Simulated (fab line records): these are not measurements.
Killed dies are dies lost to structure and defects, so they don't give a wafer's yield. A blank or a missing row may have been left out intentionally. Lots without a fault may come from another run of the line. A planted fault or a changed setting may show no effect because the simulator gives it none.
Chamber matching / flow n5_finfet / 4 sister chambers for N5_HKMG_FIN_ETCH_67 on rie_diel-03
The step etches SOC in N2/H2, stops on TiN, target depth 388.9 nm. 4 wafers are shown with their chamber, then 7 later ones without.

== WAFERS PAIRED WITH THEIR CHAMBERS ==
wafer=L076.3; chamber=0; drypump_motor_current_A (A)=6.3
wafer=L087.5; chamber=3; drypump_motor_current_A (A)=5.9
wafer=L089.4; chamber=1; drypump_motor_current_A (A)=6.3
wafer=L089.5; chamber=2; drypump_motor_current_A (A)=5.5

== WAFERS WITH NO CHAMBER GIVEN ==
wafer=L089.6; drypump_motor_current_A (A)=6.4
wafer=L091.1; drypump_motor_current_A (A)=6.3
wafer=L091.3; drypump_motor_current_A (A)=6.3
wafer=L091.5; drypump_motor_current_A (A)=6.3
wafer=L093.1; drypump_motor_current_A (A)=6.0
wafer=L093.4; drypump_motor_current_A (A)=6.3
wafer=L093.5; drypump_motor_current_A (A)=6.3

== EACH ONE'S CHAMBER ==
wafer=L089.6; from the rows above=can't be placed: 0 or 1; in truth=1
wafer=L091.1; from the rows above=can't be placed: 0 or 1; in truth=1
wafer=L091.3; from the rows above=can't be placed: 0 or 1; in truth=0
wafer=L091.5; from the rows above=can't be placed: 0 or 1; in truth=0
wafer=L093.1; from the rows above=3; in truth=3
wafer=L093.4; from the rows above=can't be placed: 0 or 1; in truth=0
wafer=L093.5; from the rows above=can't be placed: 0 or 1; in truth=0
1 of 7 placed correctly. Not placeable from these rows: 6 (in 6, the candidates include the true chamber). Placed wrongly: 0.
How it was worked out, from the rows above alone: a wafer's distance from a chamber is the root of the sum, over the readings, of the square of ((its reading less the chamber's mean) divided by the reading's scatter). The wafer belongs to the nearest chamber; if the next one is less than 2 further off, it can't be placed. A chamber's mean is the mean of its shown wafers. The scatter: root of mean squared gap, hidden wafer to nearest shown wafer, with one shown wafer a chamber.
